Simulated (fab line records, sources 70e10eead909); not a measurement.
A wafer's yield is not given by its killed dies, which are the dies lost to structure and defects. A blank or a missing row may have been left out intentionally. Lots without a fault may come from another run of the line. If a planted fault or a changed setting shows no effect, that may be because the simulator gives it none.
Struck lot and sound lot, side by side || flow nand-harc || 14 steps out of a route of 1302
Sound: the wafers L344.1, L344.2, L344.6. Struck: wafer L352.6. The cause is given at the end.
Per side, at each step with rows, come the tool, then ch with its chambers, and then its first start. Under that, the readings that differ: sound wafers || struck wafers || difference of the means || sigmas: that difference in standard deviations of wafers without a fault.
alike: same words and numbers on both sides, and readings whose means sit less than 2 such deviations apart. not compared: any withheld reading, any reading some wafer has no value for, any bound like >300 that may hide the same value, and any number with overlapping values for which the record gives no deviation.
A row with sigmas, a row that says differs or no value, or rows on one side alone: a step with any of these is where the two part. Numbers that don't overlap but have no deviation are shown without sigmas and don't part them. Lack of a reading on every wafer of one side parts them only where that side has two or more wafers.

NHARC_A_DECK1_JOINT_CMP_02: polishes SiOx.
  sound on cmp-02 ch 0,2,3, day 16 01:34; struck on cmp-02 ch 1, day 19 17:53
  alike: motor-current-A
after that, 1 step had no rows for these wafers: NHARC_A_DECK1_JOINT_SRD_15.
NHARC_A_DECK1_JOINT_DEP_16: deposits SiO2, target thk 45 nm.
  sound on pecvd-04 ch 0,2, day 16 01:55; struck on pecvd-01 ch 0, day 19 18:14
{"reading": "heater-power-w (W)", "sound": "559 659 658", "struck": 362, "difference": -263, "sigmas": -3}
  alike: rf-fwd-power-W, throttle-valve-pct
NHARC_A_DECK1_JOINT_THK_MEAS_17: measures by ellipsometry.
  struck on film-metro-02, day 19 18:26; sound on film-metro-02, day 16 02:11
  alike: thk-nm
NHARC_A_DECK1_JOINT_INSPECT_05:
  struck on defect-inspect-02, day 19 18:28; sound on defect-inspect-01, day 16 02:14
  alike: raw-defect-count
then NHARC_A_ONON_D2_DEP_00 (target thk 1000 nm), 1 step lacking rows for these wafers.
NHARC_A_ONON_D2_THK_MEAS_02: measures by ellipsometry.
  struck on film-metro-01, day 19 19:04; sound on film-metro-02, day 16 02:49
  alike: thk-nm
then NHARC_A_ONON_D2_DEP_03 (target thk 1000 nm), 1 step lacking rows for these wafers.
NHARC_A_ONON_D2_THK_MEAS_05: measures by ellipsometry.
  struck on film-metro-02, day 19 19:37; sound on film-metro-02, day 16 03:23
{"reading": "thk-nm (nm)", "sound": "1023 1022 1020", "struck": 993, "difference": -29, "sigmas": -3}
then NHARC_A_ONON_D2_DEP_06 (target thk 1000 nm), 1 step lacking rows for these wafers.
NHARC_A_ONON_D2_THK_MEAS_08: measures by ellipsometry.
  struck on film-metro-01, day 19 20:11; sound on film-metro-02, day 16 03:56
  alike: thk-nm
NHARC_A_ONON_D2_DEP_09: target thk 1000 nm.
  sound on pecvd-onon-03 ch 0, day 16 04:00; struck on pecvd-onon-03 ch 0, day 19 20:32
NHARC_A_ONON_D2_THK_MEAS_11: measures by ellipsometry.
  struck on film-metro-01, day 19 20:55; sound on film-metro-01, day 16 04:31
{"reading": "thk-nm (nm)", "sound": "1005 1007 1006", "struck": 549, "difference": -457, "sigmas": -42}
  not compared: hold
-- the record jumps here: 13 days lie between the struck wafers' starts before and after (it left off in module A_ONON_D2 and takes up again in module END, whose first step shown is number 1302 of the route) --
NHARC_END_SORT_01:
  sound on prober-01 ch 0, day 28 02:20; struck on prober-01 ch 0, day 32 14:40
{"reading": "hold", "sound": "- - -", "struck": "await-dispo/3.6h/release", "difference": "no value on the sound wafers", "sigmas": ""}
{"reading": "killed-at-array", "sound": "47 45 56", "struck": 671, "difference": "+622", "sigmas": "+39"}
{"reading": "killed-at-other", "sound": "0 0 0", "struck": 5, "difference": "+5", "sigmas": "+6"}
{"reading": "killed-dies", "sound": "49 45 60", "struck": 677, "difference": "+626", "sigmas": "+39"}
  alike: killed-at-periphery, killed-open, killed-short

== WHERE THEY PART ==
First at NHARC_A_DECK1_JOINT_DEP_16; last, within this record, at NHARC_END_SORT_01.

WHY: whatever the simulator had introduced
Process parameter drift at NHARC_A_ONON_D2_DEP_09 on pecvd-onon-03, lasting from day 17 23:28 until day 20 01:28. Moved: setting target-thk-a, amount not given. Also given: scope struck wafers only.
